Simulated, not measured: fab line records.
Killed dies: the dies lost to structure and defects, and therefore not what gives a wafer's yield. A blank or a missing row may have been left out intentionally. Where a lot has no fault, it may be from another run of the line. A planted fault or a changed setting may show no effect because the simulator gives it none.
Matching of chambers | flow n5Finfet | pecvd-01 running N5_BEOL_M10_ILD_DEP_00: 3 sister chambers
The step deposits SiCOH lowk from DEMS/porogen, target thk 308.51 nm, time 58 s. 6 wafers are shown with their chamber, then 8 later ones without.

EACH WAFER AND ITS CHAMBER
wafer  | chamber | throttleValvePct (%) | heaterPowerW (W)
L082.2 | 2       | 12.9                 | 343
L084.4 | 2       | 13.0                 | 397
L086.2 | 0       | 13.4                 | 294
L086.3 | 1       | 13.9                 | 337
L086.4 | 1       | 13.7                 | 347
L091.1 | 0       | 13.3                 | 265

WAFERS WHOSE CHAMBER IS MISSING
wafer  | throttleValvePct (%) | heaterPowerW (W)
L091.4 | 13.1                 | 261
L091.5 | 13.8                 | 326
L092.1 | 13.8                 | 284
L092.2 | 13.6                 | 311
L092.4 | 13.8                 | 294
L096.1 | 13.5                 | 290
L096.2 | 13.0                 | 359
L096.3 | 13.8                 | 325

WHICH CHAMBER EACH WENT THROUGH
wafer  | from the rows above     | in truth
L091.4 | can't be placed: 0 or 2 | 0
L091.5 | 1                       | 1
L092.1 | 1                       | 1
L092.2 | can't be placed: 1 or 0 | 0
L092.4 | 1                       | 1
L096.1 | 0                       | 0
L096.2 | 2                       | 2
L096.3 | 1                       | 1
Placed correctly: 6 of 8. From these rows, 2 cannot be placed; in 2 the true chamber is one of the candidates. 0 placed wrongly.
How it was worked out, from the rows above alone: a wafer's distance from a chamber is the root of the sum, over the readings, of the square of ((its reading less the chamber's mean) divided by the reading's scatter). If the next closest chamber is less than 2 further off than the closest, the wafer can't be placed; otherwise it belongs to the closest. A chamber's mean is the mean of its shown wafers. The scatter is the square root of a quotient: the sum, over the shown wafers, of each reading's squared deviation from its chamber's mean, divided by wafers minus chambers.
